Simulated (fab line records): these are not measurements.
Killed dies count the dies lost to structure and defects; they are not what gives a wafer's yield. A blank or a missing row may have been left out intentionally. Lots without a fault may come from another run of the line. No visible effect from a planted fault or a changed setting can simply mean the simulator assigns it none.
Which tool is to blame? + flow n5_finfet + 30 wafers from 10 lots sampled at 4 of the route's 1938 steps

== WHAT EACH GAUGE READ, for each wafer ==
N5_BEOL_M4_RC_MEAS_101. Usual: DIBL_N 36.0 mV/V, standard deviation 1.7; DIBL_P 35.8 mV/V, standard deviation 2; IOFF_N 0.15 nA/um, standard deviation 0.03; IOFF_P 0.20 nA/um, standard deviation 0.037; ION_N 670 uA/um, standard deviation 12; ION_P 460 uA/um, standard deviation 7.2; SS_N 71.5 mV/dec, standard deviation 0.68; SS_P 73.2 mV/dec, standard deviation 0.65; VT_N 250 mV, standard deviation 3.1; VT_P -251 mV, standard deviation 3.4.
| lot  | measured     | on        | DIBL_N (mV/V)  | DIBL_P (mV/V)  | IOFF_N (nA/um) | IOFF_P (nA/um) | ION_N (uA/um) | ION_P (uA/um) | SS_N (mV/dec)  | SS_P (mV/dec)  | VT_N (mV)   | VT_P (mV)      | flag |
|------|--------------|-----------|----------------|----------------|----------------|----------------|---------------|---------------|----------------|----------------|-------------|----------------|------|
| L502 | day 8 07:37  | prober-01 | 36.4 34.2 34.7 | 35.4 31.6 32.5 | 0.16 0.11 0.13 | 0.20 0.16 0.16 | 664 655 662   | 456 455 454   | 71.6 70.5 71.2 | 73.0 72.0 72.5 | 250 256 253 | -251 -256 -257 |      |
| L504 | day 8 09:44  | prober-02 | 38.8 37.2 36.9 | 39.1 37.0 35.8 | 0.20 0.16 0.14 | 0.28 0.22 0.21 | 671 664 667   | 463 459 460   | 72.0 71.6 72.1 | 74.1 72.7 73.2 | 246 249 250 | -244 -247 -250 |      |
| L503 | day 8 12:48  | prober-01 | 34.3 35.8 36.6 | 33.3 34.4 34.3 | 0.12 0.15 0.15 | 0.16 0.17 0.16 | 668 677 646   | 456 457 440   | 71.9 72.1 72.3 | 72.0 72.7 72.8 | 251 247 252 | -252 -253 -253 |      |
| L508 | day 9 17:07  | prober-01 | 35.7 35.9 37.4 | 36.3 36.5 38.2 | 0.16 0.15 0.19 | 0.19 0.20 0.23 | 681 674 689   | 459 467 471   | 71.7 72.2 73.0 | 72.8 74.3 73.7 | 247 252 248 | -252 -252 -251 |      |
| L510 | day 10 15:08 | prober-02 | 36.1 35.6 36.9 | 34.8 35.0 34.9 | 0.18 0.16 0.18 | 0.23 0.23 0.23 | 668 691 671   | 458 471 458   | 71.5 71.1 72.4 | 73.4 73.6 73.5 | 247 248 250 | -249 -247 -247 |      |
| L513 | day 10 21:58 | prober-02 | 34.8 37.0 32.8 | 35.7 37.5 32.3 | 0.13 0.16 0.10 | 0.19 0.21 0.14 | 672 676 658   | 462 459 451   | 71.4 72.0 71.4 | 73.5 73.7 71.9 | 251 249 255 | -250 -248 -255 |      |
| L516 | day 12 17:39 | prober-01 | 35.4 35.4 34.2 | 35.2 36.6 32.8 | 0.14 0.16 0.12 | 0.20 0.23 0.17 | 676 674 670   | 469 466 457   | 71.5 71.5 71.4 | 73.1 73.0 72.7 | 252 249 251 | -249 -247 -252 |      |
| L522 | day 13 10:17 | prober-01 | 37.4 35.4 34.9 | 37.8 36.2 35.6 | 0.17 0.14 0.13 | 0.21 0.18 0.17 | 682 659 657   | 463 457 461   | 72.0 71.1 71.0 | 74.5 73.8 73.4 | 251 254 253 | -251 -253 -256 |      |
| L521 | day 13 11:05 | prober-02 | 34.7 37.6 34.3 | 33.9 37.7 33.2 | 0.13 0.17 0.12 | 0.18 0.24 0.17 | 664 684 653   | 454 467 452   | 70.7 71.3 70.4 | 73.4 73.3 72.3 | 252 249 250 | -249 -249 -254 |      |
| L523 | day 13 17:25 | prober-02 | 34.7 35.7 37.3 | 33.1 35.3 35.7 | 0.14 0.15 0.17 | 0.17 0.20 0.21 | 671 684 665   | 462 465 457   | 71.1 70.8 71.3 | 72.5 73.3 72.6 | 248 247 248 | -253 -252 -250 |      |

N5_BEOL_M14_THK_MEAS_01. Usual: M14_ILD_THK gives 1112 nm (standard deviation 16).
| lot  | measured     | on            | M14_ILD_THK (nm) | flag |
|------|--------------|---------------|------------------|------|
| L502 | day 11 17:23 | film_metro-02 | 1118 1132 1122   |      |
| L504 | day 11 23:04 | film_metro-01 | 1118 1132 1124   |      |
| L503 | day 12 00:16 | film_metro-01 | 1121 1138 1120   |      |
| L508 | day 12 20:50 | film_metro-02 | 1116 1134 1133   |      |
| L510 | day 13 13:33 | film_metro-02 | 1100 1117 1131   |      |
| L513 | day 14 00:53 | film_metro-02 | 1126 1098 1106   |      |
| L516 | day 15 19:22 | film_metro-01 | 1116 1124 1131   |      |
| L522 | day 16 21:00 | film_metro-02 | 1093 1091 1105   |      |
| L521 | day 16 20:04 | film_metro-02 | 1108 1094 1118   |      |
| L523 | day 17 02:39 | film_metro-01 | 1120 1142 1121   |      |

N5_BEOL_M14_CD_MEAS_28: the cd target is 284.4 nm. Usual: cd_nm at 285.4 nm, with a standard deviation of 1.6.
| lot  | measured     | on        | cd_nm (nm)        | flag |
|------|--------------|-----------|-------------------|------|
| L502 | day 11 18:47 | cd_sem-01 | 284.7 282.2 286.2 |      |
| L504 | day 12 00:24 | cd_sem-03 | 285.1 285.7 285.0 |      |
| L503 | day 12 01:31 | cd_sem-02 | 284.8 285.7 286.0 |      |
| L508 | day 12 22:41 | cd_sem-03 | 298.0 297.2 298.1 | OFF  |
| L510 | day 13 14:50 | cd_sem-03 | 285.9 285.9 286.7 |      |
| L513 | day 14 02:17 | cd_sem-02 | 288.0 288.2 288.5 |      |
| L516 | day 15 20:40 | cd_sem-01 | 285.7 281.5 285.1 |      |
| L522 | day 16 22:41 | cd_sem-02 | 287.3 286.1 286.5 |      |
| L521 | day 16 21:20 | cd_sem-02 | 287.1 287.3 285.7 |      |
| L523 | day 17 03:49 | cd_sem-03 | 285.1 283.6 283.9 |      |

== WHICH TOOL RAN EACH LOT (tool, then ch and the chambers of the sampled wafers, then the start) ==
| lot  | N5_BEOL_M14_EXPOSE_25             |
|------|-----------------------------------|
| L502 | krf_scanner-01 ch 0, day 11 18:37 |
| L504 | krf_scanner-02 ch 0, day 12 00:14 |
| L503 | krf_scanner-02 ch 0, day 12 01:21 |
| L508 | krf_scanner-02 ch 0, day 12 22:31 |
| L510 | krf_scanner-01 ch 0, day 13 14:40 |
| L513 | krf_scanner-01 ch 0, day 14 02:07 |
| L516 | krf_scanner-01 ch 0, day 15 20:29 |
| L522 | krf_scanner-01 ch 0, day 16 22:31 |
| L521 | krf_scanner-01 ch 0, day 16 21:10 |
| L523 | krf_scanner-01 ch 0, day 17 03:39 |
- N5_BEOL_M14_EXPOSE_25: exposes mask M14, target cd 280 nm.

== WHAT THE TOOLS THEMSELVES READ (means of the sampled wafers that have a number; where no wafer has one, the mark that the record gives instead) ==
N5_BEOL_M14_EXPOSE_25. Usual: exposure_dose_mJ_cm2 26.569, standard deviation 0.026; focus_offset_nm 0.0 nm, standard deviation 0.62.
| lot  | tool           | exposure_dose_mJ_cm2 | focus_offset_nm (nm) | flag |
|------|----------------|----------------------|----------------------|------|
| L502 | krf_scanner-01 | 26.561               | -0.2                 |      |
| L504 | krf_scanner-02 | 26.543               | 0.0                  |      |
| L503 | krf_scanner-02 | 26.568               | 0.0                  |      |
| L508 | krf_scanner-02 | 28.604               | 0.4                  | OFF  |
| L510 | krf_scanner-01 | 26.524               | -0.3                 |      |
| L513 | krf_scanner-01 | 26.589               | -0.7                 |      |
| L516 | krf_scanner-01 | 26.534               | -0.3                 |      |
| L522 | krf_scanner-01 | 26.595               | 0.5                  |      |
| L521 | krf_scanner-01 | 26.558               | 0.1                  |      |
| L523 | krf_scanner-01 | 26.572               | 0.3                  |      |

== THE ANSWER, worked out from the rows above alone ==
Rule: a lot is off if the mean of its wafers that have a number lies more than 3 standard deviations from the usual mean. Also off: a lot with no number at a reading for which 4 or more lots have one. The other lots that the step has rows for count as sound. After the gauges, taken in route order, come the tools' own readings; for these a lot's mean is taken, as printed above. At the first step where some lot is off, the reading lying furthest off is the one used; lots without a number count as furthest.
Off, at N5_BEOL_M14_CD_MEAS_28 on cd_nm: L508.
If a tool, at a process step before that reading, ran all the lots that are off and no sound lot after the first of them, it fits. The gauges at N5_BEOL_M14_CD_MEAS_28 aren't tried: what is off there is off at N5_BEOL_M14_EXPOSE_25 too, on other tools, and a gauge's error can't cause that. One fits: krf_scanner-02 at N5_BEOL_M14_EXPOSE_25. A fault onset in the window from L503 (day 12 01:21, its last sound lot) to L508 (day 12 22:31, its first lot off) fits.
The tool's own readings at N5_BEOL_M14_EXPOSE_25 bear it out: on the lots that are off they differ by more than 5 times the standard deviation of the sound lots' means. exposure_dose_mJ_cm2 reads 28.604 there against 26.560 on the sound lots.

== WHAT THE SIMULATOR PUT IN ==
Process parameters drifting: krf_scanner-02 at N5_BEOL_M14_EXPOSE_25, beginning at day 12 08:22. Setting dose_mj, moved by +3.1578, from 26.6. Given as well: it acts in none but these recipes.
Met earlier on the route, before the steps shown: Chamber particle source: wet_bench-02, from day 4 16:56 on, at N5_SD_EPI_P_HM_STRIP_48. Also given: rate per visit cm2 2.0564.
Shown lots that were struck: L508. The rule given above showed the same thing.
